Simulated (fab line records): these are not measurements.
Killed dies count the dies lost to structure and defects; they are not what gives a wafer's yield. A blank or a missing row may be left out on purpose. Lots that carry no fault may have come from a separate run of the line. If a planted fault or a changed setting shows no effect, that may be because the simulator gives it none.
Matching of chambers ; flow n5-finfet ; N5_BEOL_M8_STRIP_36 on rie-diel-06 has 4 sister chambers
The step strips in N2/H2. 4 wafers are shown with their chamber, then 12 later ones without.

## EACH WAFER AND ITS CHAMBER
wafer;chamber;showerhead-plenum-p-Torr (Torr)
L087.4;0;2.69
L087.6;1;2.44
L089.5;3;2.65
L089.6;2;2.68

## WAFERS WHOSE CHAMBER IS MISSING
wafer;showerhead-plenum-p-Torr (Torr)
L092.1;2.69
L092.3;2.44
L092.6;2.69
L096.1;2.43
L096.2;2.67
L096.3;2.64
L096.4;2.69
L096.5;2.43
L096.6;2.67
L097.1;2.64
L097.3;2.69
L097.5;2.67

## WHICH CHAMBER EACH WENT THROUGH
wafer;from the rows above;in truth
L092.1;can't be placed: 0 or 2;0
L092.3;1;1
L092.6;can't be placed: 0 or 2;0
L096.1;1;1
L096.2;can't be placed: 2 or 0 or 3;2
L096.3;3;3
L096.4;can't be placed: 0 or 2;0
L096.5;1;1
L096.6;can't be placed: 2 or 0 or 3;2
L097.1;3;3
L097.3;can't be placed: 0 or 2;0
L097.5;can't be placed: 2 or 0 or 3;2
Placed correctly: 5 of 12. Not placeable from these rows: 7 (in 7, the candidates include the true chamber). Placed wrongly: 0.
How it was worked out, from the rows above alone: a wafer's distance from a chamber is the root of the sum, over the readings, of the square of ((its reading less the chamber's mean) divided by the reading's scatter). The wafer belongs to the nearest chamber; if the next one is less than 2 further off, it can't be placed. For every chamber, the mean is computed from those of its wafers that are shown. The scatter: root of mean squared gap, hidden wafer to nearest shown wafer, with one shown wafer a chamber.
